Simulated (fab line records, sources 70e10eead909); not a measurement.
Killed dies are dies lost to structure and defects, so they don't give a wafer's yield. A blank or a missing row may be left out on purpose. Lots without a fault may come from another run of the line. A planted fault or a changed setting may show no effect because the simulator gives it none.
fab line records | flow nand_harc
record lots=11 wafers=33 last_day=33
route steps=1302 shown P_START@1 P_ZERO_WELL@16 P_STI@90 P_GATE@145
lots that met no fault: from a run of the same line without faults
start_h: hours from the record's first day to the start of the lot's first wafer shown | wait_h: hours since the lot's step before | " the same as in the row above | L1.1+2: a row that stands for several wafers | - no value, or no start given | * or withheld: withheld | < > ~ a bound
route shown NAME@n: a module of which the file shows steps, and the number in the route of the first | usual: mean/standard deviation of fault-free wafers | same: alike in all rows | chamber/n: place in a boat | sites: the reading at each site | _std_site: their standard deviation | _edge_site: outer sites' mean less inner sites' | radius_mm: how far each site lies from the wafer's centre | mask NAME#n: copy n | behind: the tool/chamber that last shaped the wafer | hold: why the lot was held/for how many hours/how that ended | device: the transistor (n, p or np) that didn't switch | end of line: the same wafers' tests at the end of the route | a step without rows: its recipe alone | killed: dies lost to structure and defects at the first sort, not the wafer's yield | map: a wafer's dies, x killed, . not, _ none there
set.NAME: the setting as run; set.NAME@STEP: as run at that earlier step | model.NAME: the simulator's own value behind a step, which no gauge read
steps of the route over a sample of lots; a table a step, a row a wafer
services: from which hour (start_h, from the record's first day; less than 0 if before it) a tool's chamber was out of use, for how many hours, and why
## steps
# step NHARC_P_START_INSPECT_01
# usual raw_defect_count=3.7/2.1
# columns lot.wafer tool chamber start_h wait_h raw_defect_count
L319.2 defect_inspect-02 - 30.04 - 6
L319.3 " - " " 3
L319.5 " - " " 5
L320.3 defect_inspect-01 - 40.05 - 3
L320.5 " - " " 7
L320.6 " - " " 3
L327.3 defect_inspect-01 - 110.04 - 3
L327.4 " - " " 2
L327.5 " - " " 6
L330.1 defect_inspect-01 - 140.04 - 3
L330.2 " - " " 2
L330.5 " - " " 2
L331.4 defect_inspect-01 - 150.04 - 4
L331.5 " - " " 2
L331.6 " - " " 5
L334.1 defect_inspect-02 - 180.04 - 1
L334.4 " - " " 3
L334.5 " - " " 0
L336.1 defect_inspect-02 - 200.04 - 2
L336.5 " - " " 4
L336.6 " - " " 4
L338.1 defect_inspect-01 - 220.04 - 2
L338.2 " - " " 3
L338.5 " - " " 5
L339.1 defect_inspect-01 - 230.04 - 4
L339.2 " - " " 1
L339.5 " - " " 5
L340.3 defect_inspect-01 - 240.05 - 3
L340.5 " - " " 1
L340.6 " - " " 6
L341.1 defect_inspect-01 - 250.04 - 6
L341.3 " - " " 2
L341.6 " - " " 0
# step NHARC_P_ZERO_WELL_DESCUM_13
# recipe time_s=3 o2_flow_sccm=200 ar_flow_sccm=0 bias_power_w=0 chemistry=O2
# usual drypump_motor_current_A=5.9/0.5 oes_product_au=1.001/0.0092 rf_vpp_V=57.7/0.92 showerhead_plenum_p_Torr=1.89/0.046 throttle_valve_pct=11.312/0.0086
# columns lot.wafer tool chamber start_h wait_h drypump_motor_current_A oes_product_au rf_hours_counter_h rf_vpp_V showerhead_plenum_p_Torr throttle_valve_pct
L319.2 rie_diel-04 1 31.54 - 5.8 1.017 7 55.0 1.93 11.310
L319.3 " 3 " " 5.6 1.010 7 57.1 1.84 11.313
L319.5 " 1 " " 5.9 1.014 - 58.2 1.93 11.310
L320.3 rie_diel-08 3 43.74 - 6.1 0.999 10 58.5 1.84 11.307
L320.6 " 0 " " 5.3 1.019 - 59.1 1.95 11.322
L320.5 " 2 " " 5.9 0.995 - 57.4 1.93 11.316
L327.3 rie_diel-11 3 111.37 - 5.8 0.998 8 58.6 1.89 11.305
L327.4 " 2 " " 6.3 1.000 9 58.8 1.86 11.297
L327.5 " 0 " " 5.5 0.994 - 57.8 1.95 11.318
L330.1 rie_diel-04 1 141.29 - 5.8 1.023 48 56.7 1.92 11.310
L330.2 " 3 " " 5.6 1.014 42 57.5 1.83 11.312
L330.5 " 1 " " 5.8 1.013 - 57.6 1.92 11.306
L331.4 rie_diel-08 3 151.40 - 6.2 0.999 46 57.0 1.83 11.310
L331.6 " 1 " " 4.8 1.000 - 57.1 1.91 11.303
L331.5 " 2 " " 5.9 1.000 - 58.8 1.92 11.320
L334.1 rie_diel-08 2 181.41 - 5.9 1.000 60 58.3 1.92 11.320
L334.5 " 3 " " 6.1 0.996 - 56.6 1.83 11.319
L334.4 " 2 " " 5.9 1.000 - 58.9 1.92 11.306
L336.1 rie_diel-04 2 201.42 - 6.6 1.005 2 56.8 1.84 11.314
L336.5 " 2 " " 6.7 1.002 - 57.3 1.84 11.320
L336.6 " 3 " " 5.6 1.004 - 57.0 1.83 11.311
L338.1 rie_diel-04 3 221.41 - 5.6 0.992 13 57.2 1.82 11.302
L338.2 " 0 " " 6.4 1.002 13 58.8 1.94 11.297
L338.5 " 2 " " 6.7 0.991 - 58.1 1.83 11.317
L339.2 rie_diel-08 1 231.27 - 4.8 1.004 11 57.7 1.90 11.316
L339.1 " 0 " " 5.3 0.995 5 56.8 1.93 11.314
L339.5 " 1 " " 4.8 1.001 - 59.8 1.90 11.306
L340.3 rie_diel-11 2 241.42 - 6.3 1.015 53 55.5 1.84 11.302
L340.5 " 0 " " 5.5 1.002 - 57.6 1.94 11.320
L340.6 " 1 " " 5.8 0.990 - 56.5 1.89 11.312
L341.1 rie_diel-08 0 251.42 - 5.3 1.005 15 57.2 1.93 11.322
L341.3 " 1 " " 4.8 1.001 18 57.6 1.90 11.315
L341.6 " 2 " " 6.0 1.003 - 57.3 1.91 11.318
# step NHARC_P_STI_ETCH_15
# recipe target_depth_a=3000 taper_deg=4 time_s=100.1 hbr_flow_sccm=150 cl2_flow_sccm=50 rf_w=400 icp_w=400 bias_w=100 chemistry=HBr/Cl2
# usual drypump_motor_current_A=5.8/0.48 oes_product_au=1.002/0.012 throttle_valve_pct=26.405/0.0093
# columns lot.wafer tool chamber start_h wait_h drypump_motor_current_A oes_product_au rf_hours_counter_h throttle_valve_pct
L319.3 rie_si-04 3 55.37 - 5.3 0.994 0.45 26.416
L319.2 " 2 " " 6.3 1.014 0.41 26.405
L319.5 " 3 " " 5.3 1.001 - 26.399
L320.3 rie_si-05 2 66.54 - 5.4 0.985 0.78 26.409
L320.5 " 2 " " 5.4 0.985 - 26.404
L320.6 " 3 " " 6.2 1.005 - 26.416
L327.3 rie_si-04 0 136.44 - 5.2 1.016 0.70 26.402
L327.4 " 1 " " 6.2 1.262 0.87 26.409
L327.5 " 3 " " 5.3 1.004 - 26.402
L330.1 rie_si-04 2 162.99 - 6.3 1.243 1.02 26.409
L330.2 " 3 " " 5.3 1.246 1.16 26.399
L330.5 " 0 " " 5.3 1.013 - 26.406
L331.4 rie_si-01 3 173.49 - 5.1 0.995 0.90 26.421
L331.6 " 2 " " 5.5 1.000 - 26.403
L331.5 " 3 " " 5.1 1.010 - 26.411
L334.1 rie_si-01 2 204.07 - 5.5 1.011 0.01 26.410
L334.4 " 1 " " 5.7 1.014 0.01 26.412
L334.5 " 2 " " 5.5 1.008 - 26.411
L336.1 rie_si-05 1 226.48 - 6.4 0.993 0.56 26.383
L336.6 " 2 " " 5.5 1.003 - 26.414
L336.5 " 3 " " 6.2 0.997 - 26.416
L338.1 rie_si-04 2 245.40 - 6.3 0.995 0.40 26.403
L338.2 " 1 " " 6.2 1.006 0.43 26.397
L338.5 " 3 " " 5.3 1.017 - 26.412
L339.1 rie_si-01 2 254.01 - 5.5 0.995 0.34 26.406
L339.2 " 1 " " 5.7 1.006 0.29 26.411
L339.5 " 3 " " 5.1 1.022 - 26.409
L340.3 rie_si-04 3 265.31 - 5.3 1.024 0.59 26.400
L340.6 " 1 " " 6.2 1.011 - 26.409
L340.5 " 2 " " 6.3 0.998 - 26.404
L341.3 rie_si-01 1 276.30 - 5.7 1.028 0.42 26.388
L341.1 " 0 " " 5.6 1.000 0.39 26.408
L341.6 " 1 " " 5.7 1.008 - 26.396
# step NHARC_P_STI_OCD_MEAS_17
# usual trench_depth_nm=302/5.2 trench_foot_cd_nm=156.9/2.5
# columns lot.wafer tool chamber start_h wait_h trench_depth_nm trench_foot_cd_nm
L319.2 ocd-02 - 55.63 0.1 303 158.1
L319.3 " - " " 300 153.9
L319.5 " - " " 299 154.7
L320.3 ocd-01 - 66.79 0.1 295 155.7
L320.5 " - " " 294 156.4
L320.6 " - " " 301 158.3
L327.3 ocd-02 - 136.67 0.1 307 156.9
L327.4 " - " " 430 139.3
L327.5 " - " " 300 160.0
L330.1 ocd-02 - 163.22 0.1 419 138.4
L330.2 " - " " 418 140.3
L330.5 " - " " 306 157.6
L331.4 ocd-02 - 173.73 0.1 301 155.7
L331.5 " - " " 304 156.3
L331.6 " - " " 299 152.2
L334.1 ocd-02 - 204.32 0.1 305 158.8
L334.4 " - " " 306 160.0
L334.5 " - " " 303 156.2
L336.1 ocd-01 - 226.69 0.1 296 153.7
L336.5 " - " " 299 158.8
L336.6 " - " " 301 155.3
L338.1 ocd-02 - 245.65 0.1 303 158.2
L338.2 " - " " 305 159.9
L338.5 " - " " 309 159.4
L339.1 ocd-02 - 254.26 0.1 301 161.1
L339.2 " - " " 306 158.1
L339.5 " - " " 312 156.1
L340.3 ocd-02 - 265.53 0.1 307 155.9
L340.5 " - " " 299 162.6
L340.6 " - " " 304 155.4
L341.1 ocd-02 - 276.55 0.1 300 158.2
L341.3 " - " " 311 157.2
L341.6 " - " " 305 156.1
# step NHARC_P_GATE_ETCH_104
# recipe target_depth_a=600 time_s=withheld cf4_flow_sccm=100 chf3_flow_sccm=30 ar_flow_sccm=0 rf_w=500 bias_w=200 chemistry=CF4/CHF3
# usual cf4_flow_sccm=100.0/0.32 drypump_motor_current_A=5.4/0.47 oes_product_au=0.946/0.02 rf_vpp_V=370.1/2.6 showerhead_plenum_p_Torr=1.56/0.072 throttle_valve_pct=16.803/0.009
# columns lot.wafer tool chamber start_h wait_h cf4_flow_sccm drypump_motor_current_A oes_product_au rf_vpp_V showerhead_plenum_p_Torr throttle_valve_pct
L319.3 rie_diel-03 2 109.95 0.1 99.9 5.1 0.974 374.3 1.68 16.807
L319.2 " 3 " " 100.0 4.9 0.934 370.9 1.60 16.803
L319.5 " 1 " " 99.9 5.1 0.964 368.8 1.54 16.809
L320.3 rie_diel-03 2 119.69 0.1 99.8 5.2 0.966 373.0 1.68 16.813
L320.6 " 0 " " 99.9 5.1 0.972 373.3 1.66 16.803
L320.5 " 1 " " 100.3 5.1 0.976 368.9 1.54 16.801
L327.3 rie_diel-13 1 187.98 0.1 100.0 4.7 0.954 367.0 1.48 16.800
L327.4 " 1 " " 99.9 4.8 0.956 368.7 1.48 16.808
L327.5 " 3 " " 100.0 5.5 0.944 373.0 1.67 16.802
L330.2 rie_diel-06 2 215.18 0.1 99.9 5.3 0.913 368.5 1.51 16.812
L330.1 " 0 " " 100.3 5.5 0.926 372.8 1.61 16.791
L330.5 " 2 " " 100.2 5.3 0.916 367.6 1.51 16.798
L331.4 rie_diel-06 2 222.62 0.1 100.1 5.3 0.909 369.3 1.51 16.810
L331.6 " 3 " " 100.3 6.6 0.936 367.6 1.48 16.806
L331.5 " 0 " " 100.4 5.5 0.926 372.3 1.61 16.812
L334.4 rie_diel-13 3 256.07 0.1 99.9 5.5 0.948 374.0 1.67 16.800
L334.1 " 1 " " 99.8 4.8 0.962 368.1 1.48 16.801
L334.5 " 0 " " 99.5 5.7 0.972 369.6 1.55 16.805
L336.1 rie_diel-13 0 283.37 0.1 99.3 5.7 0.955 369.8 1.55 16.804
L336.5 " 1 " " 100.1 4.7 0.977 366.1 1.48 16.792
L336.6 " 2 " " 99.9 4.9 0.972 371.3 1.61 16.805
L338.2 rie_diel-03 0 297.53 0.1 100.1 5.1 0.958 373.8 1.66 16.802
L338.1 " 1 " " 100.1 5.1 0.967 368.8 1.54 16.821
L338.5 " 3 " " 100.1 5.0 0.952 370.8 1.60 16.793
L339.1 rie_diel-13 1 310.47 0.1 100.3 4.7 0.971 366.3 1.48 16.785
L339.2 " 2 " " 99.7 4.9 0.979 372.0 1.60 16.796
L339.5 " 3 " " 99.8 5.5 0.943 374.5 1.66 16.819
L340.3 rie_diel-06 1 319.72 0.1 100.0 5.5 0.956 367.5 1.47 16.820
L340.5 " 0 " " 100.1 5.6 0.968 372.0 1.61 16.801
L340.6 " 1 " " 99.8 5.6 0.942 366.0 1.47 16.787
L341.1 rie_diel-06 2 327.79 0.1 100.0 5.3 0.950 368.7 1.51 16.799
L341.3 " 0 " " 100.5 5.6 0.964 371.5 1.61 16.812
L341.6 " 1 " " 100.4 5.6 0.946 367.9 1.47 16.791
## services
# columns tool chamber start_h hours kind
rie_diel-06 1 8.89 5.4 repair
rie_si-04 0 13.06 10.2 repair
rie_diel-08 - 13.80 9.0 pm
rie_si-01 - 16.00 9.0 pm
rie_diel-13 2 25.71 12.3 repair
rie_diel-13 - 30.83 0.2 repair
rie_si-04 - 31.02 0.3 repair
rie_diel-06 1 34.67 7.6 repair
rie_diel-08 1 37.50 16.3 repair
rie_si-04 0 70.76 12.9 repair
rie_diel-04 3 83.84 4.7 repair
rie_diel-04 2 86.12 1.6 repair
rie_diel-06 2 96.11 7.1 repair
rie_si-04 - 121.03 0.1 repair
rie_diel-04 3 127.72 4.5 repair
rie_diel-06 - 130.20 9.0 pm
rie_diel-04 2 140.73 16.9 repair
rie_diel-04 1 151.69 10.5 repair
rie_si-04 - 165.02 9.0 pm
rie_diel-08 0 166.88 42.8 repair
rie_diel-08 - 174.12 0.1 repair
rie_diel-08 - 191.24 9.0 pm
rie_diel-08 1 278.01 5.6 repair
rie_diel-08 2 292.08 1.3 repair
## key
first_sign step=NHARC_P_STI_ETCH_15 reading=oes_product_au direction=up sigmas=20 usual=1.002 struck=1.251
effect step=NHARC_P_STI_OCD_MEAS_17 reading=trench_depth_nm direction=up sigmas=23 usual=302 struck=422
met_at NHARC_P_STI_ETCH_15
struck_lots L327,L330
struck_wafers L327.4,L330.1,L330.2
tester_left_out L327,L330
not_acting_at NHARC_P_START_INSPECT_01,NHARC_P_ZERO_WELL_DESCUM_13,NHARC_P_GATE_ETCH_104
onset_between 55.37 136.44
fault kind=process_parameter_drift tool=rie_si-04 chamber=- onset_h=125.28 steps=NHARC_P_STI_ETCH_15 channel=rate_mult offset=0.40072 shape=step end_h=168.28 scope=struck_wafers_only
# tester_left_out: of these lots the tester's yield and bins aren't shown, on N5 and GAA mostly nor the transistor test; their killed dies are dies lost to structure and defects alone, not to doping, threshold or leakage, so they don't give the yield
